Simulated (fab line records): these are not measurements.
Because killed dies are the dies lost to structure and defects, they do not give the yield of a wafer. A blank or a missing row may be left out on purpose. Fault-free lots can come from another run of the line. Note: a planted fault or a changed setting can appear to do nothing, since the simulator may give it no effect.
2 desks, one fault    flow nand_harc    each desk has only its own numbers; what lay behind them comes last

== THE DEFECT DESK ==
For each lot, the counts of the inspections along the route, averaged over the sampled wafers that have a number. Marked OUT: a lot whose mean sits more than 4 standard deviations from the usual mean, which makes it out of limits; the brackets give that distance.
Columns: A = raw_defect_count at NHARC_A_CHANNEL_HOLE_D1_INSPECT_12, usual 5.2
lot   first seen here  A
L521  day 8 05:36      5.3
L524  day 8 20:16      7.0
L522  day 8 21:14      5.3
L523  day 8 21:38      2.3
L525  day 9 06:37      5.3
L526  day 9 11:20      5.0
L527  day 9 14:46      7.0
L528  day 9 14:57      5.7
L532  day 11 02:30     4.0
L537  day 12 06:40     6.5
L538  day 12 07:11     3.7
L536  day 12 09:02     5.0
L539  day 12 14:29     5.0
L541  day 13 15:57     5.0
L542  day 13 17:58     9.0
This desk's finding: nothing out of limits on any of the 15 lots.

== THE TOOL OWNER'S DESK: rie_diel-04 ==
The tool's own readings at NHARC_A_CHANNEL_HOLE_D1_ETCH_16 (etches the open film in O2/COS, target depth 3100 nm, time 806 s): means of the sampled wafers that have a number, for each lot that ran on this tool. Marked OUT: a lot whose mean sits more than 4 standard deviations from the usual mean, which makes it out of limits; the brackets give that distance.
Columns: A = drypump_motor_current_A at NHARC_A_CHANNEL_HOLE_D1_ETCH_16, usual 5.9 A; B = mfc_ar_sccm at NHARC_A_CHANNEL_HOLE_D1_ETCH_16, usual 0.010 sccm; C = oes_product_au at NHARC_A_CHANNEL_HOLE_D1_ETCH_16, usual 0.999 a.u.; D = rf_vpp_V at NHARC_A_CHANNEL_HOLE_D1_ETCH_16, usual 314.0 V; E = showerhead_plenum_p_Torr at NHARC_A_CHANNEL_HOLE_D1_ETCH_16, usual 3.11 Torr; F = throttle_valve_pct at NHARC_A_CHANNEL_HOLE_D1_ETCH_16, usual 28.330 %
lot   first seen here  A    B      C                 D      E     F
L524  day 8 20:55      5.6  0.014  0.997             314.3  3.14  28.324
L526  day 9 11:59      5.5  0.014  0.993             313.7  3.14  28.338
L527  day 9 15:21      6.1  0.004  1.002             311.6  2.99  28.331
L532  day 11 03:35     6.1  0.000  0.930 (-5.7) OUT  312.9  3.01  28.331
L537  day 12 07:19     6.3  0.000  0.917 (-6.8) OUT  312.0  3.02  28.334
L536  day 12 09:37     6.5  0.000  0.843 (-13) OUT   312.5  3.04  28.324
This desk's finding: out of limits on L532, L536, L537; first on L532, day 11 03:35 (oes_product_au at NHARC_A_CHANNEL_HOLE_D1_ETCH_16). Within limits: L524, L526, L527.

== BROUGHT TOGETHER ==
An alarm could have come from the tool owner's desk at day 11 03:35, on L532, L536, L537.
Nothing the defect desk looked at was out of limits.
The defect desk has L532, L536, L537 on record, within its limits.
The lots listed all ran NHARC_A_CHANNEL_HOLE_D1_ETCH_16 on rie_diel-04.

== WHAT HAD BEEN PUT IN BY THE SIMULATOR ==
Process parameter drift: rie_diel-04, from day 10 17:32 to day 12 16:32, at NHARC_A_CHANNEL_HOLE_D1_ETCH_16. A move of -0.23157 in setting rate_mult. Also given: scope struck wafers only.
Struck lots among those shown: L532, L536, L537.
Delay in hours, fault start to first out-of-limits reading, by desk: the tool owner's desk at 10.
